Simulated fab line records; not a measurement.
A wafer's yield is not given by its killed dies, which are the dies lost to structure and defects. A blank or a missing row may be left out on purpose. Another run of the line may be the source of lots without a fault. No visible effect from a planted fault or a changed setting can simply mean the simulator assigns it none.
Which tool did it? + flow n5-finfet + 57 wafers from 19 lots sampled at 6 of the route's 1938 steps

== WHAT THE GAUGES READ, wafer by wafer ==
No reading from a measuring or inspecting step in the record can be judged against a usual standard deviation.

== WHAT TOOL EACH LOT RAN ON (gives the tool, then ch and the chambers of the sampled wafers, and finally the start) ==
| lot  | N5_BEOL_M6_ETCH_72                 | N5_BEOL_M6_PRE_CLEAN_45      | N5_BEOL_M7_DESCUM_16               | N5_BEOL_M7_DESCUM_33               | N5_BEOL_M7_VIA_ETCH_34             | N5_BEOL_M7_PRE_CLEAN_45      |
|------|------------------------------------|------------------------------|------------------------------------|------------------------------------|------------------------------------|------------------------------|
| L075 | rie-diel-05 ch 0,1,2, day 8 17:46  | pvd-sputter-03, day 8 19:53  | rie-diel-03 ch 0,1,3, day 9 03:36  | rie-diel-03 ch 0,1,2, day 9 04:39  | rie-diel-03 ch 0,1,2, day 9 04:50  | pvd-sputter-03, day 9 05:58  |
| L076 | rie-diel-01 ch 0,1,3, day 9 04:33  | pvd-sputter-03, day 9 05:53  | rie-diel-04 ch 1,2,3, day 9 15:34  | rie-diel-03 ch 0,1,3, day 9 16:43  | rie-diel-03 ch 0,1,3, day 9 16:54  | pvd-sputter-02, day 9 17:50  |
| L077 | rie-diel-05 ch 0,3, day 9 05:16    | pvd-sputter-01, day 9 07:09  | rie-diel-04 ch 2,3, day 9 15:50    | rie-diel-04 ch 0,2, day 9 16:46    | rie-diel-04 ch 0,2, day 9 16:56    | pvd-sputter-01, day 9 18:00  |
| L078 | rie-diel-06 ch 1,2,3, day 9 16:50  | pvd-sputter-01, day 9 18:10  | rie-diel-03 ch 0,3, day 10 01:32   | rie-diel-04 ch 1,3, day 10 02:43   | rie-diel-04 ch 1,3, day 10 02:53   | pvd-sputter-03, day 10 03:49 |
| L079 | rie-diel-01 ch 1,3, day 9 18:41    | pvd-sputter-01, day 9 19:38  | rie-diel-04 ch 0,1,3, day 10 04:08 | rie-diel-02 ch 2,3, day 10 05:08   | rie-diel-02 ch 2,3, day 10 05:19   | pvd-sputter-02, day 10 06:07 |
| L080 | rie-diel-06 ch 1,2, day 10 05:03   | pvd-sputter-03, day 10 06:00 | rie-diel-04 ch 2,3, day 10 12:33   | rie-diel-04 ch 0,1,2, day 10 13:42 | rie-diel-04 ch 0,1,2, day 10 13:53 | pvd-sputter-03, day 10 14:49 |
| L081 | rie-diel-06 ch 0,2, day 10 11:46   | pvd-sputter-01, day 10 13:55 | rie-diel-02 ch 0,1,3, day 10 17:43 | rie-diel-02 ch 0,1,3, day 10 18:49 | rie-diel-02 ch 0,1,3, day 10 18:59 | pvd-sputter-02, day 10 20:19 |
| L082 | rie-diel-06 ch 0,1, day 10 16:31   | pvd-sputter-01, day 10 17:30 | rie-diel-03 ch 1,2, day 11 00:19   | rie-diel-03 ch 1,2,3, day 11 01:21 | rie-diel-03 ch 1,2,3, day 11 01:32 | pvd-sputter-01, day 11 02:23 |
| L083 | rie-diel-01 ch 0,2,3, day 10 18:36 | pvd-sputter-03, day 10 20:13 | rie-diel-03 ch 0,2,3, day 11 00:37 | rie-diel-02 ch 0,1,2, day 11 01:31 | rie-diel-02 ch 0,1,2, day 11 01:41 | pvd-sputter-03, day 11 02:46 |
| L084 | rie-diel-06 ch 0,2,3, day 11 01:52 | pvd-sputter-02, day 11 03:19 | rie-diel-03 ch 0,1,3, day 11 08:01 | rie-diel-02 ch 0,1,2, day 11 10:25 | rie-diel-02 ch 0,1,2, day 11 10:36 | pvd-sputter-01, day 11 11:29 |
| L086 | rie-diel-06 ch 3, day 11 17:49     | pvd-sputter-02, day 11 19:16 | rie-diel-04 ch 0,1,2, day 12 02:29 | rie-diel-03 ch 0,1, day 12 03:50   | rie-diel-03 ch 0,1, day 12 04:01   | pvd-sputter-02, day 12 05:26 |
| L087 | rie-diel-05 ch 1,2, day 11 18:09   | pvd-sputter-03, day 11 19:25 | rie-diel-04 ch 1,2,3, day 12 03:13 | rie-diel-03 ch 1,2, day 12 04:14   | rie-diel-03 ch 1,2, day 12 04:25   | pvd-sputter-02, day 12 05:58 |
| L090 | rie-diel-05 ch 1,2,3, day 12 15:41 | pvd-sputter-02, day 12 16:44 | rie-diel-03 ch 1,2,3, day 12 21:27 | rie-diel-04 ch 0,1,3, day 13 03:16 | rie-diel-04 ch 0,1,3, day 13 03:26 | pvd-sputter-02, day 13 04:40 |
| L088 | rie-diel-06 ch 0,1,3, day 12 15:47 | pvd-sputter-03, day 12 16:56 | rie-diel-04 ch 0,1,2, day 12 21:48 | rie-diel-03 ch 0,2,3, day 13 05:01 | rie-diel-03 ch 0,2,3, day 13 05:11 | pvd-sputter-01, day 13 06:46 |
| L091 | rie-diel-06 ch 0,3, day 13 10:42   | pvd-sputter-02, day 13 11:44 | rie-diel-03 ch 1,2, day 13 15:48   | rie-diel-02 ch 2,3, day 13 17:32   | rie-diel-02 ch 2,3, day 13 17:43   | pvd-sputter-01, day 13 18:41 |
| L092 | rie-diel-01 ch 0,1,2, day 13 14:16 | pvd-sputter-01, day 13 15:18 | rie-diel-02 ch 0,1,3, day 13 18:42 | rie-diel-02 ch 0,2,3, day 13 19:43 | rie-diel-02 ch 0,2,3, day 13 19:53 | pvd-sputter-01, day 13 20:48 |
| L094 | rie-diel-06 ch 1,3, day 13 14:22   | pvd-sputter-03, day 13 15:19 | rie-diel-02 ch 0,3, day 13 19:03   | rie-diel-03 ch 1,2, day 13 20:05   | rie-diel-03 ch 1,2, day 13 20:16   | pvd-sputter-02, day 13 21:11 |
| L095 | rie-diel-05 ch 2,3, day 13 17:39   | pvd-sputter-01, day 13 18:48 | rie-diel-02 ch 0,1,2, day 14 00:05 | rie-diel-03 ch 1,3, day 14 02:16   | rie-diel-03 ch 1,3, day 14 02:26   | pvd-sputter-02, day 14 03:33 |
| L096 | rie-diel-06 ch 1,2,3, day 14 14:15 | pvd-sputter-01, day 14 15:13 | rie-diel-03 ch 0,1, day 14 19:59   | rie-diel-04 ch 0,2,3, day 14 23:22 | rie-diel-04 ch 0,2,3, day 14 23:33 | pvd-sputter-02, day 15 00:34 |
- N5_BEOL_M6_ETCH_72: etches underlayer in N2/H2, target depth 6.5 nm, time 5.2 s.
- N5_BEOL_M6_PRE_CLEAN_45: time 30 s.
- N5_BEOL_M7_DESCUM_16: chemistry O2, time 7.9 s.
- N5_BEOL_M7_DESCUM_33: chemistry O2, time 7 s.
- N5_BEOL_M7_VIA_ETCH_34: etches SiCOH lowk in C4F6/O2, target depth 125.5 nm, time 50.5 s.
- N5_BEOL_M7_PRE_CLEAN_45: time 30 s.

== WHAT THE TOOLS THEMSELVES READ (means of the sampled wafers that have a number; where no wafer has one, the mark that the record gives instead) ==
N5_BEOL_M6_ETCH_72.
| lot  | tool        | chamber-pressure-mTorr (mTorr) | drypump-motor-current-A (A) | etch-rf-on-time-s (s) | h2-flow-sccm (sccm) | oes-product-au (a.u.) | rf-vpp-V (V) | showerhead-plenum-p-Torr (Torr) | throttle-valve-pct (%) |
|------|-------------|--------------------------------|-----------------------------|-----------------------|---------------------|-----------------------|--------------|---------------------------------|------------------------|
| L075 | rie-diel-05 | 29.99                          | 5.8                         | 5.09                  | 200.2               | 0.75                  | 522.3        | 2.51                            | 17.71                  |
| L076 | rie-diel-01 | 30.03                          | 5.7                         | 5.22                  | 200.6               | 0.62                  | 522.6        | 2.49                            | 17.96                  |
| L077 | rie-diel-05 | 30.02                          | 5.1                         | 5.18                  | 199.9               | 0.74                  | 526.2        | 2.63                            | 17.55                  |
| L078 | rie-diel-06 | 29.96                          | 5.9                         | 5.20                  | 199.9               | 0.64                  | 525.3        | 2.60                            | 18.08                  |
| L079 | rie-diel-01 | 30.00                          | 5.6                         | 5.22                  | 199.8               | 0.61                  | 522.2        | 2.48                            | 17.86                  |
| L080 | rie-diel-06 | 29.99                          | 6.0                         | 5.22                  | 200.2               | 0.64                  | 524.8        | 2.57                            | 18.03                  |
| L081 | rie-diel-06 | 30.03                          | 5.5                         | 5.15                  | 199.2               | 0.64                  | 524.5        | 2.56                            | 18.00                  |
| L082 | rie-diel-06 | 30.03                          | 5.3                         | 5.12                  | 200.2               | 0.72                  | 527.2        | 2.68                            | 17.93                  |
| L083 | rie-diel-01 | 29.99                          | 5.6                         | 5.22                  | 200.3               | 0.64                  | 522.8        | 2.47                            | 17.91                  |
| L084 | rie-diel-06 | 29.96                          | 5.4                         | 5.15                  | 199.8               | 0.72                  | 525.9        | 2.59                            | 17.92                  |
| L086 | rie-diel-06 | 29.95                          | 5.7                         | 5.22                  | 200.5               | 0.80                  | 526.1        | 2.60                            | 17.82                  |
| L087 | rie-diel-05 | 29.97                          | 5.8                         | 5.07                  | 200.0               | 0.72                  | 523.3        | 2.49                            | 17.91                  |
| L090 | rie-diel-05 | 29.98                          | 5.6                         | 5.10                  | 200.1               | 0.71                  | 523.5        | 2.57                            | 17.77                  |
| L088 | rie-diel-06 | 30.05                          | 5.6                         | 5.21                  | 200.4               | 0.72                  | 526.9        | 2.65                            | 17.91                  |
| L091 | rie-diel-06 | 30.02                          | 5.4                         | 5.15                  | 199.4               | 0.74                  | 525.2        | 2.61                            | 17.88                  |
| L092 | rie-diel-01 | 30.01                          | 5.7                         | 5.11                  | 200.5               | 0.75                  | 521.7        | 2.47                            | 17.80                  |
| L094 | rie-diel-06 | 30.01                          | 6.1                         | 5.26                  | 200.9               | 0.71                  | 525.8        | 2.65                            | 17.96                  |
| L095 | rie-diel-05 | 30.00                          | 5.2                         | 5.13                  | 200.5               | 0.70                  | 525.3        | 2.60                            | 17.77                  |
| L096 | rie-diel-06 | 30.03                          | 5.9                         | 5.21                  | 200.5               | 0.75                  | 525.2        | 2.59                            | 17.86                  |

N5_BEOL_M6_PRE_CLEAN_45.
| lot  | tool           | heater-power-w (W) |
|------|----------------|--------------------|
| L075 | pvd-sputter-03 | 328                |
| L076 | pvd-sputter-03 | 314                |
| L077 | pvd-sputter-01 | 351                |
| L078 | pvd-sputter-01 | 340                |
| L079 | pvd-sputter-01 | 355                |
| L080 | pvd-sputter-03 | 314                |
| L081 | pvd-sputter-01 | 354                |
| L082 | pvd-sputter-01 | 350                |
| L083 | pvd-sputter-03 | 312                |
| L084 | pvd-sputter-02 | 337                |
| L086 | pvd-sputter-02 | 372                |
| L087 | pvd-sputter-03 | 312                |
| L090 | pvd-sputter-02 | 344                |
| L088 | pvd-sputter-03 | 316                |
| L091 | pvd-sputter-02 | 353                |
| L092 | pvd-sputter-01 | 343                |
| L094 | pvd-sputter-03 | 315                |
| L095 | pvd-sputter-01 | 350                |
| L096 | pvd-sputter-01 | 334                |

N5_BEOL_M7_DESCUM_16.
| lot  | tool        | chamber-pressure-mTorr (mTorr) | drypump-motor-current-A (A) | oes-product-au (a.u.) | rf-vpp-V (V) | showerhead-plenum-p-Torr (Torr) | throttle-valve-pct (%) |
|------|-------------|--------------------------------|-----------------------------|-----------------------|--------------|---------------------------------|------------------------|
| L075 | rie-diel-03 | 20.016                         | 5.7                         | 0.85                  | 243.0        | 2.05                            | 20.39                  |
| L076 | rie-diel-04 | 20.012                         | 5.9                         | 0.81                  | 243.0        | 2.10                            | 20.38                  |
| L077 | rie-diel-04 | 19.988                         | 5.7                         | 0.90                  | 242.5        | 2.06                            | 20.36                  |
| L078 | rie-diel-03 | 20.003                         | 6.2                         | 0.77                  | 241.7        | 2.01                            | 20.52                  |
| L079 | rie-diel-04 | 20.001                         | 5.8                         | 0.71                  | 243.2        | 2.10                            | 20.57                  |
| L080 | rie-diel-04 | 20.004                         | 5.8                         | 0.86                  | 241.6        | 2.05                            | 20.36                  |
| L081 | rie-diel-02 | 20.008                         | 5.9                         | 0.80                  | 242.4        | 2.05                            | 20.15                  |
| L082 | rie-diel-03 | 20.030                         | 5.2                         | 0.87                  | 243.3        | 2.09                            | 20.21                  |
| L083 | rie-diel-03 | 20.026                         | 6.2                         | 0.74                  | 242.1        | 2.00                            | 20.49                  |
| L084 | rie-diel-03 | 19.993                         | 5.7                         | 0.82                  | 242.5        | 2.05                            | 20.41                  |
| L086 | rie-diel-04 | 19.995                         | 5.8                         | 0.78                  | 243.3        | 2.09                            | 20.45                  |
| L087 | rie-diel-04 | 19.988                         | 5.9                         | 0.78                  | 243.1        | 2.09                            | 20.41                  |
| L090 | rie-diel-03 | 20.009                         | 5.7                         | 0.79                  | 242.9        | 2.04                            | 20.34                  |
| L088 | rie-diel-04 | 20.014                         | 5.8                         | 0.76                  | 244.2        | 2.09                            | 20.47                  |
| L091 | rie-diel-03 | 19.998                         | 5.7                         | 0.78                  | 242.4        | 2.03                            | 20.33                  |
| L092 | rie-diel-02 | 20.003                         | 5.9                         | 0.78                  | 242.1        | 2.04                            | 20.18                  |
| L094 | rie-diel-02 | 19.986                         | 5.9                         | 0.77                  | 243.5        | 2.09                            | 20.40                  |
| L095 | rie-diel-02 | 20.009                         | 5.5                         | 0.77                  | 241.4        | 2.02                            | 20.23                  |
| L096 | rie-diel-03 | 20.006                         | 5.2                         | 0.83                  | 242.6        | 2.08                            | 20.35                  |

N5_BEOL_M7_DESCUM_33.
| lot  | tool        | chamber-pressure-mTorr (mTorr) | drypump-motor-current-A (A) | oes-product-au (a.u.) | rf-vpp-V (V) | showerhead-plenum-p-Torr (Torr) | throttle-valve-pct (%) |
|------|-------------|--------------------------------|-----------------------------|-----------------------|--------------|---------------------------------|------------------------|
| L075 | rie-diel-03 | 19.997                         | 5.7                         | 0.83                  | 242.7        | 2.05                            | 20.35                  |
| L076 | rie-diel-03 | 20.007                         | 5.7                         | 0.84                  | 242.6        | 2.05                            | 20.39                  |
| L077 | rie-diel-04 | 19.994                         | 5.6                         | 0.79                  | 242.3        | 2.06                            | 20.57                  |
| L078 | rie-diel-04 | 20.005                         | 6.0                         | 0.73                  | 244.9        | 2.14                            | 20.41                  |
| L079 | rie-diel-02 | 19.998                         | 5.5                         | 0.94                  | 242.9        | 2.08                            | 19.93                  |
| L080 | rie-diel-04 | 19.991                         | 5.8                         | 0.79                  | 243.3        | 2.10                            | 20.43                  |
| L081 | rie-diel-02 | 19.974                         | 5.9                         | 0.80                  | 243.0        | 2.05                            | 20.14                  |
| L082 | rie-diel-03 | 20.003                         | 5.7                         | 0.82                  | 241.9        | 2.05                            | 20.32                  |
| L083 | rie-diel-02 | 19.997                         | 5.5                         | 0.80                  | 242.4        | 2.02                            | 20.20                  |
| L084 | rie-diel-02 | 20.017                         | 5.5                         | 0.79                  | 241.9        | 2.02                            | 20.20                  |
| L086 | rie-diel-03 | 20.013                         | 5.2                         | 0.86                  | 243.4        | 2.08                            | 20.31                  |
| L087 | rie-diel-03 | 20.002                         | 5.7                         | 0.79                  | 241.4        | 2.04                            | 20.30                  |
| L090 | rie-diel-04 | 20.019                         | 5.8                         | 0.70                  | 242.9        | 2.09                            | 20.61                  |
| L088 | rie-diel-03 | 20.003                         | 6.2                         | 0.73                  | 241.6        | 1.99                            | 20.52                  |
| L091 | rie-diel-02 | 20.004                         | 5.6                         | 0.88                  | 243.6        | 2.07                            | 19.96                  |
| L092 | rie-diel-02 | 20.004                         | 5.7                         | 0.83                  | 242.4        | 2.08                            | 20.19                  |
| L094 | rie-diel-03 | 20.009                         | 5.2                         | 0.83                  | 242.2        | 2.08                            | 20.25                  |
| L095 | rie-diel-03 | 20.024                         | 5.7                         | 0.80                  | 242.3        | 2.05                            | 20.39                  |
| L096 | rie-diel-04 | 20.007                         | 5.7                         | 0.95                  | 242.1        | 2.05                            | 20.33                  |

N5_BEOL_M7_VIA_ETCH_34.
| lot  | tool        | O2_flow_sccm (sccm) | chamber-pressure-mTorr (mTorr) | drypump-motor-current-A (A) | oes_ar_750_au (a.u.) | oes-product-au (a.u.) | rf-vpp-V (V) | showerhead-plenum-p-Torr (Torr) | throttle-valve-pct (%) |
|------|-------------|---------------------|--------------------------------|-----------------------------|----------------------|-----------------------|--------------|---------------------------------|------------------------|
| L075 | rie-diel-03 | 9.976               | 30.003                         | 5.7                         | 0.83                 | 0.83                  | 666          | 2.79                            | 20.87                  |
| L076 | rie-diel-03 | 10.010              | 29.985                         | 5.7                         | 0.84                 | 0.84                  | 662          | 2.80                            | 20.87                  |
| L077 | rie-diel-04 | 9.987               | 29.997                         | 5.6                         | 0.79                 | 0.79                  | 664          | 2.82                            | 21.06                  |
| L078 | rie-diel-04 | 10.004              | 29.994                         | 6.0                         | 0.74                 | 0.74                  | 671          | 2.90                            | 20.88                  |
| L079 | rie-diel-02 | 10.034              | 29.980                         | 5.6                         | 0.92                 | 0.94                  | 665          | 2.83                            | 20.36                  |
| L080 | rie-diel-04 | 10.010              | 29.990                         | 5.8                         | 0.80                 | 0.79                  | 667          | 2.85                            | 20.92                  |
| L081 | rie-diel-02 | 10.008              | 30.007                         | 5.9                         | 0.80                 | 0.80                  | 663          | 2.79                            | 20.68                  |
| L082 | rie-diel-03 | 9.997               | 30.003                         | 5.7                         | 0.82                 | 0.82                  | 660          | 2.80                            | 20.84                  |
| L083 | rie-diel-02 | 10.009              | 30.012                         | 5.5                         | 0.79                 | 0.80                  | 658          | 2.76                            | 20.67                  |
| L084 | rie-diel-02 | 9.995               | 30.010                         | 5.5                         | 0.79                 | 0.79                  | 658          | 2.76                            | 20.68                  |
| L086 | rie-diel-03 | 10.009              | 30.004                         | 5.2                         | 0.85                 | 0.87                  | 668          | 2.84                            | 20.80                  |
| L087 | rie-diel-03 | 10.048              | 29.989                         | 5.7                         | 0.78                 | 0.79                  | 663          | 2.78                            | 20.86                  |
| L090 | rie-diel-04 | 10.026              | 29.997                         | 5.8                         | 0.70                 | 0.70                  | 668          | 2.85                            | 21.07                  |
| L088 | rie-diel-03 | 9.996               | 29.983                         | 6.2                         | 0.73                 | 0.73                  | 659          | 2.72                            | 20.99                  |
| L091 | rie-diel-02 | 10.009              | 29.991                         | 5.5                         | 0.87                 | 0.88                  | 664          | 2.82                            | 20.40                  |
| L092 | rie-diel-02 | 10.009              | 30.022                         | 5.7                         | 0.82                 | 0.82                  | 663          | 2.84                            | 20.68                  |
| L094 | rie-diel-03 | 9.990               | 29.998                         | 5.2                         | 0.84                 | 0.83                  | 666          | 2.84                            | 20.79                  |
| L095 | rie-diel-03 | 9.995               | 30.040                         | 5.7                         | 0.81                 | 0.81                  | 657          | 2.79                            | 20.87                  |
| L096 | rie-diel-04 | 10.006              | 30.006                         | 5.7                         | 0.94                 | 0.94                  | 662          | 2.79                            | 20.82                  |

N5_BEOL_M7_PRE_CLEAN_45.
| lot  | tool           | heater-power-w (W) |
|------|----------------|--------------------|
| L075 | pvd-sputter-03 | 327                |
| L076 | pvd-sputter-02 | 375                |
| L077 | pvd-sputter-01 | 342                |
| L078 | pvd-sputter-03 | 331                |
| L079 | pvd-sputter-02 | 354                |
| L080 | pvd-sputter-03 | 316                |
| L081 | pvd-sputter-02 | 344                |
| L082 | pvd-sputter-01 | 346                |
| L083 | pvd-sputter-03 | 317                |
| L084 | pvd-sputter-01 | 352                |
| L086 | pvd-sputter-02 | 353                |
| L087 | pvd-sputter-02 | 356                |
| L090 | pvd-sputter-02 | 375                |
| L088 | pvd-sputter-01 | 344                |
| L091 | pvd-sputter-01 | 356                |
| L092 | pvd-sputter-01 | 348                |
| L094 | pvd-sputter-02 | 375                |
| L095 | pvd-sputter-02 | 346                |
| L096 | pvd-sputter-02 | 392                |

== THE ANSWER, worked out from the rows above alone ==
Rule: the usual values come from the lots themselves. The widest of any qualifying gaps counts: lots, ordered by their means at a reading, are off when they make up no more than a third of the lots, leave a main group of 4 or more, and stand apart from it by 3 or more times the standard deviation of that group's means. The tables above print the reading to a certain number of digits; a main group whose means all agree to those digits is not used. A lot without any number at a reading at which 4 lots or more have one is off too. Any other lot the step has rows for is counted as sound. First the gauges in route order, then the tools' own readings, where a lot's mean is used as printed above. The first step at which some lot is off is used, and at that step the reading that is off furthest; a lot without a number counts as furthest.
No lot is off at any reading shown: from this, nothing can be told.

== WHAT THE SIMULATOR HAD INSERTED ==
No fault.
